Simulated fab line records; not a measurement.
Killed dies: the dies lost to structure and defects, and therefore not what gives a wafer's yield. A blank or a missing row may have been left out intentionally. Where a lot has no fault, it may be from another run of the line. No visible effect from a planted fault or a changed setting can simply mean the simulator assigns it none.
A lot that was struck, set against a sound lot    flow n5 finfet    37 steps out of a route of 1938
Sound: the wafers L833.2, L833.5, L833.6. Wafers L847.4, L847.5, L847.6 were the ones struck. Last of all comes the cause.
Order at every step that has rows: each side's tool, ch and its chambers, its first start. Under that, the readings that differ: sound wafers    struck wafers    difference of the means    sigmas: that difference in standard deviations of wafers without a fault.
alike: same words and numbers on both sides, and readings whose means sit less than 2 such deviations apart. not compared: any withheld reading, any reading some wafer has no value for, any bound like >300 that may hide the same value, and any number with overlapping values for which the record gives no deviation.
A row with sigmas, a row that says differs or no value, or rows on one side alone: a step with any of these is where the two part. Numbers that have no deviation but don't overlap get no sigmas and don't part them. A reading missing from all wafers of one side parts the sides only when that side holds two or more wafers.

first, 9 steps without rows for these wafers: N5_BEOL_M4_ANNEAL_95 (time 240 s); N5_BEOL_M4_SPUTTER_96 (material Cu, target thk 4.5 nm, time 8.29 s); N5_BEOL_M4_ECD_50 (material Cu, target thk 300 nm); N5_BEOL_M4_ANNEAL_51 (time 90 s); N5_BEOL_M4_CMP_52 (polishes, stops on SiOC, t overpolish 6.8 s, target thk 40 nm); N5_BEOL_M4_PRE_CLEAN_60 (time 15 s); N5_BEOL_M4_CO_CAP_55 (material Co, precursor CCTBA/H2, target thk 2 nm, time 102.1 s); N5_BEOL_M4_PRE_CLEAN_56 (time 15 s); N5_BEOL_M4_DEP_57 (deposits SiCN from 3MS/NH3, target thk 8 nm, time 14 s).
N5_BEOL_M4_RC_MEAS_101:
  sound on prober-02 ch 0, day 11 17:29; struck on prober-02 ch 0, day 15 22:20
reading    sound           struck          difference  sigmas
VT_P (mV)  -249 -254 -252  -244 -247 -243  +7          +2
  alike: DIBL_N, DIBL_P, IOFF_N, IOFF_P, ION_N, ION_P, SS_N, SS_P, VT_N
then, 24 steps without rows for these wafers: N5_BEOL_M5_ILD_DEP_00 (deposits SiCOH lowk from DEMS/porogen, target thk 140.64 nm, time 25.9 s); N5_BEOL_M5_CURE_79 (cures SiCOH lowk, time 240 s); N5_BEOL_M5_PECVD_70 (deposits SiO2 from TEOS/O2, target thk 16 nm, time 18 s); N5_BEOL_M5_HM_DEP_02 (deposits TiN, target thk 20 nm); N5_BEOL_M5_COAT_59 (time 60 s, resist thk 60 nm); N5_BEOL_M5_COAT_60 (time 60 s, resist thk 12 nm); N5_BEOL_M5_COAT_71 (time 60 s, resist thk 5 nm); N5_BEOL_M5_COAT_05 (resist thk 30 nm); N5_BEOL_M5_EBR_07; N5_BEOL_M5_SOFTBAKE_06 (time 60 s); N5_BEOL_M5_EXPOSE_08 (exposes mask M5, target cd 28 nm); N5_BEOL_M5_PEB_09 (peb time 60 s); N5_BEOL_M5_DEVELOP_10 (develop time 30 s); N5_BEOL_M5_DESCUM_16 (chemistry O2, time 7 s); N5_BEOL_M5_ETCH_72 (etches underlayer in N2/H2, target depth 6.5 nm, time 5.2 s); N5_BEOL_M5_ETCH_61 (etches SiARC in CF4, target depth 15.6 nm, time 26 s); N5_BEOL_M5_ETCH_62 (etches SOC in N2/H2, target depth 75 nm, overetch 15 nm, time 112.5 s); N5_BEOL_M5_STRIP_63 (strips in N2/H2); N5_BEOL_M5_STRIP_73 (strips in N2/H2); N5_BEOL_M5_STRIP_64 (strips in CF4); N5_BEOL_M5_HM_OPEN_17 (chemistry Cl2/BCl3, target TiN, target depth 20 nm, overetch 6 nm); N5_BEOL_M5_STRIP_19 (strips in O2); N5_BEOL_M5_COAT_65 (time 60 s, resist thk 60 nm); N5_BEOL_M5_COAT_66 (time 60 s, resist thk 12 nm).
-- a jump in the record: the struck wafers' starts before and after are 3 days apart (it breaks off in module BEOL_M5 and resumes in module BEOL_M13, where the first step shown is number 1705 of the route) --
N5_BEOL_M13_SPUTTER_43: material TaN, target thk 15 nm, time 24.19 s.
  sound on pvd sputter-03 at day 14 20:12; struck on pvd sputter-02 at day 18 20:47
  no value came back on the struck wafers for bias v (V), cathode dc power W (W), throttle valve pct (%); on the sound wafers bias v (V) reads 169.1 168.1 170.4
N5_BEOL_M13_CMP_49: polishes, stops on SiOC, t overpolish 17.1 s, target thk 420 nm.
  sound on cmp-04 ch 0,1, day 14 21:08; struck on cmp-03 ch 2,3, day 18 21:35
reading                                  sound            struck           difference  sigmas
barrier field endpoint s (s)             30.0 29.4 29.8   12.6 12.6 12.0   -17.3       -27
model.Cu_of_BEOL_M13_ECD_47.thk nm (nm)  412.4 415.8 425  426.4 437 428.8  +13.0       
  alike: motor current A, slurry flow ml min
N5_PASSIVATION_PROBE_49:
  record: rows for the struck wafers here (prober-02, day 20 07:39), none for the sound ones

== WHERE THEY PART ==
Last at N5_PASSIVATION_PROBE_49 as far as this record goes, first at N5_BEOL_M4_RC_MEAS_101.

WHY: the cause the simulator had injected
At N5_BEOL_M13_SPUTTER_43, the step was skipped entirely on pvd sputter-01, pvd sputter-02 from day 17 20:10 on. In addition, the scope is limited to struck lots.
